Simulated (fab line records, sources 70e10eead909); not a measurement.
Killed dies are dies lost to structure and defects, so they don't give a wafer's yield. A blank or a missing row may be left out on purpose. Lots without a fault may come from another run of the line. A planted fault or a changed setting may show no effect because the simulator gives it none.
Which tool did it? | flow nand_harc | 24 lots, 72 wafers sampled, at 6 steps of a route of 1159

WHAT THE GAUGES READ, wafer by wafer
The record holds no reading of a measuring or inspecting step that can be judged against a usual standard deviation.

WHICH TOOL RAN EACH LOT (tool, then ch and the chambers of the sampled wafers, then the start)
lot  | NHARC_A_CHANNEL_FILL_D1_ALD_15                 | NHARC_A_CHANNEL_FILL_D1_ETCHBACK_08           | NHARC_A_STAIRCASE_ETCH_169         | NHARC_A_STAIRCASE_STRIP_171          | NHARC_A_STAIRCASE_DESCUM_11        | NHARC_A_STAIRCASE_TRIM_22
L074 | ald_sin_batch-01 ch 0, day 10 14:01 or earlier | rie_diel-08 ch 1,2,3, day 10 14:01 or earlier | rie_diel-04 ch 0,2,3, day 10 14:01 | plasma_asher-01 ch 0,1, day 10 14:14 | rie_diel-03 ch 0,1, day 10 15:50   | rie_diel-03 ch 0,1,2, no start
L075 | ald_sin_batch-02 ch 0, day 11 02:31 or earlier | rie_diel-05 ch 1,3, day 11 02:31 or earlier   | rie_diel-04 ch 0,2, day 11 02:31   | plasma_asher-02 ch 0,1, day 11 02:45 | rie_diel-04 ch 0,1,3, day 11 04:22 | rie_diel-03 ch 1,3, no start
L076 | ald_sin_batch-02 ch 0, day 11 06:47 or earlier | rie_diel-08 ch 1,3, day 11 06:47 or earlier   | rie_diel-03 ch 0,1,2, day 11 06:47 | plasma_asher-02 ch 0,1, day 11 07:05 | rie_diel-13 ch 0,2, day 11 08:34   | rie_diel-04 ch 0,2,3, no start
L077 | ald_sin_batch-02 ch 0, day 11 06:28 or earlier | rie_diel-06 ch 0,1,2, day 11 06:28 or earlier | rie_diel-04 ch 1,2, day 11 06:28   | plasma_asher-01 ch 0,1, day 11 06:42 | rie_diel-04 ch 1,2,3, day 11 08:06 | rie_diel-04 ch 1,3, no start
L078 | ald_sin_batch-02 ch 0, day 11 13:48 or earlier | rie_diel-08 ch 0,1,2, day 11 13:48 or earlier | rie_diel-13 ch 1,2,3, day 11 13:48 | plasma_asher-02 ch 0,1, day 11 14:10 | rie_diel-03 ch 0,1,2, day 11 15:40 | rie_diel-13 ch 0,1,3, no start
L079 | ald_sin_batch-01 ch 0, day 11 21:57 or earlier | rie_diel-08 ch 1,3, day 11 21:57 or earlier   | rie_diel-04 ch 2,3, day 11 21:57   | plasma_asher-02 ch 0,1, day 11 22:11 | rie_diel-13 ch 1,2,3, day 11 23:42 | rie_diel-13 ch 0,1, no start
L081 | ald_sin_batch-03 ch 0, day 12 05:14 or earlier | rie_diel-08 ch 1,3, day 12 05:14 or earlier   | rie_diel-13 ch 0,1,3, day 12 05:14 | plasma_asher-01 ch 1, day 12 05:27   | rie_diel-03 ch 0,2,3, day 12 06:59 | rie_diel-04 ch 1,2, no start
L080 | ald_sin_batch-01 ch 0, day 12 16:47 or earlier | rie_diel-05 ch 0,1,2, day 12 16:47 or earlier | rie_diel-03 ch 1,2,3, day 12 16:47 | plasma_asher-02 ch 0,1, day 12 17:22 | rie_diel-04 ch 1,2,3, day 12 18:50 | rie_diel-04 ch 1,3, no start
L082 | ald_sin_batch-01 ch 0, day 12 22:55 or earlier | rie_diel-08 ch 1,2,3, day 12 22:55 or earlier | rie_diel-03 ch 0,1,3, day 12 22:55 | plasma_asher-01 ch 0,1, day 12 23:11 | rie_diel-03 ch 0,1,2, day 13 01:44 | rie_diel-03 ch 0,1,2, no start
L084 | ald_sin_batch-01 ch 0, day 12 22:38 or earlier | rie_diel-05 ch 1,2,3, day 12 22:38 or earlier | rie_diel-04 ch 1,3, day 12 22:38   | plasma_asher-01 ch 0,1, day 12 22:54 | rie_diel-13 ch 0,3, day 13 00:32   | rie_diel-03 ch 0,2, no start
L083 | ald_sin_batch-03 ch 0, day 13 02:39 or earlier | rie_diel-08 ch 0,1,2, day 13 02:39 or earlier | rie_diel-13 ch 0,2,3, day 13 02:39 | plasma_asher-01 ch 0,1, day 13 02:55 | rie_diel-13 ch 0,1,2, day 13 04:23 | rie_diel-13 ch 0,1,2, no start
L085 | ald_sin_batch-01 ch 0, day 13 12:19 or earlier | rie_diel-05 ch 0,1, day 13 12:19 or earlier   | rie_diel-04 ch 1,2, day 13 12:19   | plasma_asher-01 ch 0,1, day 13 12:41 | rie_diel-04 ch 1,2, day 13 14:03   | rie_diel-03 ch 0,1,2, no start
L086 | ald_sin_batch-02 ch 0, day 14 17:10 or earlier | rie_diel-05 ch 0,1,3, day 14 17:10 or earlier | rie_diel-13 ch 0,1,2, day 14 17:10 | plasma_asher-02 ch 0,1, day 14 17:23 | rie_diel-13 ch 0,1,2, day 14 18:47 | rie_diel-03 ch 0,1,2, no start
L087 | ald_sin_batch-02 ch 0, day 14 17:20 or earlier | rie_diel-08 ch 0,1,3, day 14 17:20 or earlier | rie_diel-04 ch 0,1,3, day 14 17:20 | plasma_asher-01 ch 0,1, day 14 17:37 | rie_diel-13 ch 0,2,3, day 14 19:05 | rie_diel-13 ch 1,2,3, no start
L088 | ald_sin_batch-01 ch 0, day 14 17:31 or earlier | rie_diel-05 ch 0,1,3, day 14 17:31 or earlier | rie_diel-03 ch 0,2,3, day 14 17:31 | plasma_asher-02 ch 0,1, day 14 17:44 | rie_diel-04 ch 1,2,3, day 14 19:17 | rie_diel-03 ch 0,1,3, no start
L089 | ald_sin_batch-01 ch 0, day 14 21:10 or earlier | rie_diel-08 ch 0,1,2, day 14 21:10 or earlier | rie_diel-04 ch 0,1,2, day 14 21:10 | plasma_asher-01 ch 0,1, day 14 21:23 | rie_diel-03 ch 0,3, day 14 22:59   | rie_diel-13 ch 1,3, no start
L090 | ald_sin_batch-02 ch 0, day 14 21:29 or earlier | rie_diel-05 ch 0,1,3, day 14 21:29 or earlier | rie_diel-03 ch 0,1,2, day 14 21:29 | plasma_asher-01 ch 0,1, day 14 21:56 | rie_diel-04 ch 0,2,3, day 14 23:35 | rie_diel-03 ch 0,1,2, no start
L091 | ald_sin_batch-02 ch 0, day 14 21:26 or earlier | rie_diel-05 ch 0,3, day 14 21:26 or earlier   | rie_diel-04 ch 0,1, day 14 21:26   | plasma_asher-02 ch 0,1, day 14 21:53 | rie_diel-03 ch 1,3, day 14 23:16   | rie_diel-03 ch 0,2, no start
L092 | ald_sin_batch-03 ch 0, day 15 00:47 or earlier | rie_diel-08 ch 0,2,3, day 15 00:47 or earlier | rie_diel-04 ch 1,2, day 15 00:47   | plasma_asher-01 ch 0,1, day 15 01:10 | rie_diel-03 ch 1,2, day 15 02:38   | rie_diel-13 ch 0,3, no start
L093 | ald_sin_batch-01 ch 0, day 15 23:58 or earlier | rie_diel-05 ch 0,1,2, day 15 23:58 or earlier | rie_diel-03 ch 1,2, day 15 23:58   | plasma_asher-01 ch 0,1, day 16 00:14 | rie_diel-13 ch 0,1,3, day 16 01:42 | rie_diel-04 ch 1,2,3, no start
L094 | ald_sin_batch-01 ch 0, day 15 23:56 or earlier | rie_diel-08 ch 0,1,3, day 15 23:56 or earlier | rie_diel-04 ch 2,3, day 15 23:56   | plasma_asher-01 ch 0,1, day 16 00:28 | rie_diel-04 ch 0,2,3, day 16 01:59 | rie_diel-03 ch 0,1, no start
L095 | ald_sin_batch-02 ch 0, day 16 06:04 or earlier | rie_diel-08 ch 1,2,3, day 16 06:04 or earlier | rie_diel-04 ch 0,2, day 16 06:04   | plasma_asher-01 ch 0,1, day 16 07:56 | rie_diel-04 ch 1,2,3, day 16 09:28 | rie_diel-03 ch 1,2,3, no start
L096 | ald_sin_batch-02 ch 0, day 16 06:23 or earlier | rie_diel-05 ch 1,2, day 16 06:23 or earlier   | rie_diel-04 ch 1,2,3, day 16 06:23 | plasma_asher-01 ch 0,1, day 16 08:13 | rie_diel-04 ch 0,1,3, day 16 09:46 | rie_diel-13 ch 0,1,2, no start
L097 | ald_sin_batch-02 ch 0, day 16 20:07 or earlier | rie_diel-08 ch 1,2,3, day 16 20:07 or earlier | rie_diel-13 ch 0,1,2, day 16 20:07 | plasma_asher-01 ch 1, day 16 20:19   | rie_diel-04 ch 0,1,3, day 16 21:56 | rie_diel-13 ch 0,1,3, no start
- NHARC_A_CHANNEL_FILL_D1_ALD_15: deposits SiNx, target thk 2 nm, pulse time 60 s, ald cycles 19.
- NHARC_A_CHANNEL_FILL_D1_ETCHBACK_08: etches the open film in C4F8, target depth 220 nm, time 110 s.
- NHARC_A_STAIRCASE_ETCH_169: etches the open film in CH3F/O2, target depth 50 nm, time 107.1 s.
- NHARC_A_STAIRCASE_STRIP_171: strips in O2.
- NHARC_A_STAIRCASE_DESCUM_11: chemistry O2, time 3 s.
- NHARC_A_STAIRCASE_TRIM_22: chemistry O2, time 211.2 s.

WHAT THE TOOLS THEMSELVES READ (means of the sampled wafers that have a number; where no wafer has one, the mark that the record gives instead)
NHARC_A_CHANNEL_FILL_D1_ALD_15.
lot  | tool             | chamber_pressure_Torr (Torr) | precursor_pulse_height_rel
L074 | ald_sin_batch-01 | 1.996                        | 1.000
L075 | ald_sin_batch-02 | 2.000                        | 1.018
L076 | ald_sin_batch-02 | 1.997                        | 1.015
L077 | ald_sin_batch-02 | 1.997                        | 0.999
L078 | ald_sin_batch-02 | 2.001                        | 0.999
L079 | ald_sin_batch-01 | 2.000                        | 1.004
L081 | ald_sin_batch-03 | 1.997                        | 0.997
L080 | ald_sin_batch-01 | 1.995                        | 1.002
L082 | ald_sin_batch-01 | 1.999                        | 1.009
L084 | ald_sin_batch-01 | 1.998                        | 1.024
L083 | ald_sin_batch-03 | 2.002                        | 1.004
L085 | ald_sin_batch-01 | 1.997                        | 1.000
L086 | ald_sin_batch-02 | 1.998                        | 0.976
L087 | ald_sin_batch-02 | 2.000                        | 0.980
L088 | ald_sin_batch-01 | 2.002                        | 0.993
L089 | ald_sin_batch-01 | 1.995                        | 1.011
L090 | ald_sin_batch-02 | 2.002                        | 1.002
L091 | ald_sin_batch-02 | 1.997                        | 0.994
L092 | ald_sin_batch-03 | 2.006                        | 1.012
L093 | ald_sin_batch-01 | 1.995                        | 1.001
L094 | ald_sin_batch-01 | 2.000                        | 0.995
L095 | ald_sin_batch-02 | 1.998                        | 0.995
L096 | ald_sin_batch-02 | 2.002                        | 0.998
L097 | ald_sin_batch-02 | 1.999                        | 0.978

NHARC_A_CHANNEL_FILL_D1_ETCHBACK_08.
lot  | tool        | oes_product_au (a.u.) | rf_vpp_V (V)
L074 | rie_diel-08 | 0.93                  | 439.0
L075 | rie_diel-05 | 1.02                  | 443.5
L076 | rie_diel-08 | 0.91                  | 440.1
L077 | rie_diel-06 | 0.92                  | 441.1
L078 | rie_diel-08 | 0.92                  | 440.7
L079 | rie_diel-08 | 0.91                  | 440.5
L081 | rie_diel-08 | 0.91                  | 440.3
L080 | rie_diel-05 | 0.94                  | 437.6
L082 | rie_diel-08 | 0.93                  | 439.7
L084 | rie_diel-05 | 0.93                  | 441.1
L083 | rie_diel-08 | 0.92                  | 439.8
L085 | rie_diel-05 | 0.93                  | 438.7
L086 | rie_diel-05 | 0.93                  | 440.6
L087 | rie_diel-08 | 1.00                  | 441.8
L088 | rie_diel-05 | 0.94                  | 440.6
L089 | rie_diel-08 | 0.99                  | 441.1
L090 | rie_diel-05 | 0.93                  | 440.5
L091 | rie_diel-05 | 0.93                  | 439.0
L092 | rie_diel-08 | 0.99                  | 441.3
L093 | rie_diel-05 | 1.00                  | 438.9
L094 | rie_diel-08 | 1.00                  | 442.4
L095 | rie_diel-08 | 1.01                  | 440.0
L096 | rie_diel-05 | 1.01                  | 440.3
L097 | rie_diel-08 | 1.00                  | 439.5

NHARC_A_STAIRCASE_ETCH_169.
lot  | tool        | drypump_motor_current_A (A) | oes_product_au (a.u.) | rf_vpp_V (V) | showerhead_plenum_p_Torr (Torr) | throttle_valve_pct (%)
L074 | rie_diel-04 | 6.0                         | 0.935                 | 244.2        | 2.45                            | 20.657
L075 | rie_diel-04 | 6.3                         | 0.977                 | 245.3        | 2.51                            | 20.661
L076 | rie_diel-03 | 6.1                         | 0.950                 | 242.8        | 2.36                            | 20.664
L077 | rie_diel-04 | 5.0                         | 0.939                 | 244.5        | 2.47                            | 20.664
L078 | rie_diel-13 | 5.7                         | 0.926                 | 243.6        | 2.43                            | 20.668
L079 | rie_diel-04 | 5.6                         | 0.985                 | 243.8        | 2.38                            | 20.661
L081 | rie_diel-13 | 5.9                         | 0.920                 | 244.4        | 2.36                            | 20.662
L080 | rie_diel-03 | 6.2                         | 0.967                 | 243.1        | 2.41                            | 20.660
L082 | rie_diel-03 | 6.2                         | 0.976                 | 244.5        | 2.44                            | 20.669
L084 | rie_diel-04 | 5.0                         | 0.922                 | 243.7        | 2.41                            | 20.657
L083 | rie_diel-13 | 5.7                         | 0.957                 | 244.1        | 2.46                            | 20.657
L085 | rie_diel-04 | 5.3                         | 0.943                 | 244.9        | 2.49                            | 20.673
L086 | rie_diel-13 | 5.6                         | 0.952                 | 244.5        | 2.47                            | 20.665
L087 | rie_diel-04 | 5.6                         | 0.970                 | 243.9        | 2.42                            | 20.665
L088 | rie_diel-03 | 6.1                         | 0.973                 | 243.1        | 2.40                            | 20.664
L089 | rie_diel-04 | 5.7                         | 0.974                 | 244.2        | 2.48                            | 20.659
L090 | rie_diel-03 | 6.1                         | 0.945                 | 242.9        | 2.35                            | 20.671
L091 | rie_diel-04 | 5.4                         | 0.980                 | 243.9        | 2.47                            | 20.665
L092 | rie_diel-04 | 5.0                         | 0.942                 | 244.9        | 2.46                            | 20.673
L093 | rie_diel-03 | 6.0                         | 0.919                 | 242.9        | 2.32                            | 20.660
L094 | rie_diel-04 | 5.6                         | 0.963                 | 243.9        | 2.37                            | 20.660
L095 | rie_diel-04 | 6.3                         | 0.966                 | 244.8        | 2.49                            | 20.657
L096 | rie_diel-04 | 5.3                         | 0.936                 | 244.4        | 2.42                            | 20.673
L097 | rie_diel-13 | 5.6                         | 0.951                 | 245.5        | 2.47                            | 20.673

NHARC_A_STAIRCASE_STRIP_171.
lot  | tool            | drypump_motor_current_A (A) | heater_power_w (W)
L074 | plasma_asher-01 | 5.8                         | 325
L075 | plasma_asher-02 | 5.5                         | 353
L076 | plasma_asher-02 | 5.5                         | 353
L077 | plasma_asher-01 | 5.8                         | 327
L078 | plasma_asher-02 | 5.5                         | 351
L079 | plasma_asher-02 | 5.3                         | 316
L081 | plasma_asher-01 | 6.2                         | 342
L080 | plasma_asher-02 | 5.5                         | 353
L082 | plasma_asher-01 | 5.8                         | 338
L084 | plasma_asher-01 | 5.8                         | 339
L083 | plasma_asher-01 | 5.8                         | 340
L085 | plasma_asher-01 | 6.0                         | 340
L086 | plasma_asher-02 | 5.5                         | 351
L087 | plasma_asher-01 | 5.8                         | 335
L088 | plasma_asher-02 | 5.5                         | 357
L089 | plasma_asher-01 | 6.0                         | 341
L090 | plasma_asher-01 | 6.0                         | 345
L091 | plasma_asher-02 | 5.3                         | 319
L092 | plasma_asher-01 | 5.7                         | 339
L093 | plasma_asher-01 | 5.8                         | 337
L094 | plasma_asher-01 | 5.8                         | 341
L095 | plasma_asher-01 | 5.8                         | 344
L096 | plasma_asher-01 | 5.8                         | 337
L097 | plasma_asher-01 | 6.2                         | 350

NHARC_A_STAIRCASE_DESCUM_11.
lot  | tool        | drypump_motor_current_A (A) | oes_product_au (a.u.) | rf_vpp_V (V) | showerhead_plenum_p_Torr (Torr) | throttle_valve_pct (%)
L074 | rie_diel-03 | 6.2                         | 1.006                 | 58.0         | 1.85                            | 11.311
L075 | rie_diel-04 | 5.7                         | 1.010                 | 57.4         | 1.89                            | 11.312
L076 | rie_diel-13 | 5.6                         | 0.994                 | 57.9         | 1.96                            | 11.303
L077 | rie_diel-04 | 5.3                         | 1.002                 | 58.0         | 1.89                            | 11.310
L078 | rie_diel-03 | 6.1                         | 1.000                 | 58.0         | 1.83                            | 11.307
L079 | rie_diel-13 | 5.7                         | 1.005                 | 57.8         | 1.89                            | 11.305
L081 | rie_diel-03 | 6.1                         | 1.003                 | 58.1         | 1.87                            | 11.310
L080 | rie_diel-04 | 5.3                         | 0.999                 | 57.3         | 1.89                            | 11.311
L082 | rie_diel-03 | 6.1                         | 0.997                 | 56.8         | 1.83                            | 11.308
L084 | rie_diel-13 | 5.9                         | 0.999                 | 57.6         | 1.86                            | 11.321
L083 | rie_diel-13 | 5.6                         | 0.994                 | 57.7         | 1.93                            | 11.310
L085 | rie_diel-04 | 5.3                         | 0.996                 | 57.7         | 1.93                            | 11.313
L086 | rie_diel-13 | 5.6                         | 0.991                 | 57.7         | 1.92                            | 11.313
L087 | rie_diel-13 | 5.7                         | 0.993                 | 57.6         | 1.91                            | 11.310
L088 | rie_diel-04 | 5.3                         | 0.998                 | 58.1         | 1.88                            | 11.310
L089 | rie_diel-03 | 6.2                         | 0.984                 | 57.9         | 1.94                            | 11.313
L090 | rie_diel-04 | 6.0                         | 0.998                 | 57.1         | 1.89                            | 11.312
L091 | rie_diel-03 | 6.3                         | 0.988                 | 58.6         | 1.94                            | 11.308
L092 | rie_diel-03 | 6.2                         | 0.992                 | 57.7         | 1.83                            | 11.310
L093 | rie_diel-13 | 5.9                         | 1.011                 | 56.8         | 1.83                            | 11.304
L094 | rie_diel-04 | 6.0                         | 0.989                 | 57.1         | 1.89                            | 11.314
L095 | rie_diel-04 | 5.3                         | 0.991                 | 57.3         | 1.88                            | 11.315
L096 | rie_diel-04 | 5.7                         | 0.995                 | 57.6         | 1.88                            | 11.308
L097 | rie_diel-04 | 5.7                         | 1.001                 | 57.4         | 1.88                            | 11.311

NHARC_A_STAIRCASE_TRIM_22.
lot  | tool        | drypump_motor_current_A (A) | oes_product_au (a.u.) | rf_vpp_V (V) | showerhead_plenum_p_Torr (Torr) | throttle_valve_pct (%)
L074 | rie_diel-03 | 6.1                         | 1.008                 | 58.3         | 3.39                            | 17.040
L075 | rie_diel-03 | 6.3                         | 0.991                 | 57.0         | 3.51                            | 17.048
L076 | rie_diel-04 | 6.0                         | 1.010                 | 58.6         | 3.51                            | 17.040
L077 | rie_diel-04 | 5.3                         | 1.014                 | 58.1         | 3.41                            | 17.049
L078 | rie_diel-13 | 6.0                         | 0.988                 | 57.3         | 3.40                            | 17.045
L079 | rie_diel-13 | 5.9                         | 0.987                 | 57.8         | 3.47                            | 17.032
L081 | rie_diel-04 | 5.3                         | 1.005                 | 58.2         | 3.57                            | 17.032
L080 | rie_diel-04 | 5.3                         | 0.996                 | 57.7         | 3.40                            | 17.038
L082 | rie_diel-03 | 6.1                         | 1.002                 | 57.2         | 3.38                            | 17.039
L084 | rie_diel-03 | 6.0                         | 1.009                 | 56.9         | 3.34                            | 17.036
L083 | rie_diel-13 | 5.6                         | 0.989                 | 56.7         | 3.55                            | 17.040
L085 | rie_diel-03 | 6.1                         | 0.999                 | 57.5         | 3.38                            | 17.043
L086 | rie_diel-03 | 6.1                         | 0.999                 | 57.4         | 3.37                            | 17.038
L087 | rie_diel-13 | 5.7                         | 1.002                 | 57.7         | 3.47                            | 17.031
L088 | rie_diel-03 | 6.2                         | 1.002                 | 57.9         | 3.49                            | 17.038
L089 | rie_diel-13 | 6.0                         | 1.016                 | 57.6         | 3.31                            | 17.037
L090 | rie_diel-03 | 6.1                         | 0.990                 | 57.7         | 3.37                            | 17.034
L091 | rie_diel-03 | 6.0                         | 0.996                 | 57.0         | 3.33                            | 17.038
L092 | rie_diel-13 | 6.0                         | 1.002                 | 57.9         | 3.43                            | 17.034
L093 | rie_diel-04 | 5.3                         | 0.999                 | 57.0         | 3.47                            | 17.024
L094 | rie_diel-03 | 6.3                         | 1.004                 | 57.7         | 3.41                            | 17.034
L095 | rie_diel-03 | 6.2                         | 1.006                 | 58.1         | 3.45                            | 17.044
L096 | rie_diel-13 | 5.6                         | 0.983                 | 57.2         | 3.54                            | 17.029
L097 | rie_diel-13 | 6.0                         | 1.001                 | 57.5         | 3.38                            | 17.037

THE ANSWER, worked out from the rows above alone
Rule: what is usual is taken from the lots themselves. Put in order of their means at a reading, lots are off if they are a third of the lots or fewer, leave a main group of 4 or more, and stand apart from it by a gap of 3 or more times the standard deviation of the main group's means; of several such gaps the widest counts. A main group whose means are all the same, to the digits that the tables above print for the reading, isn't used. A lot without any number at a reading at which 4 lots or more have one is off too. The other lots that the step has rows for count as sound. The gauges are gone through in route order, then the tools' own readings, and for those a lot's mean is taken as printed above. The first step at which some lot is off is used, and at that step the reading that is off furthest; a lot without a number counts as furthest.
No lot is off at any reading shown: from this, nothing can be told.

WHAT THE SIMULATOR HAD PUT IN
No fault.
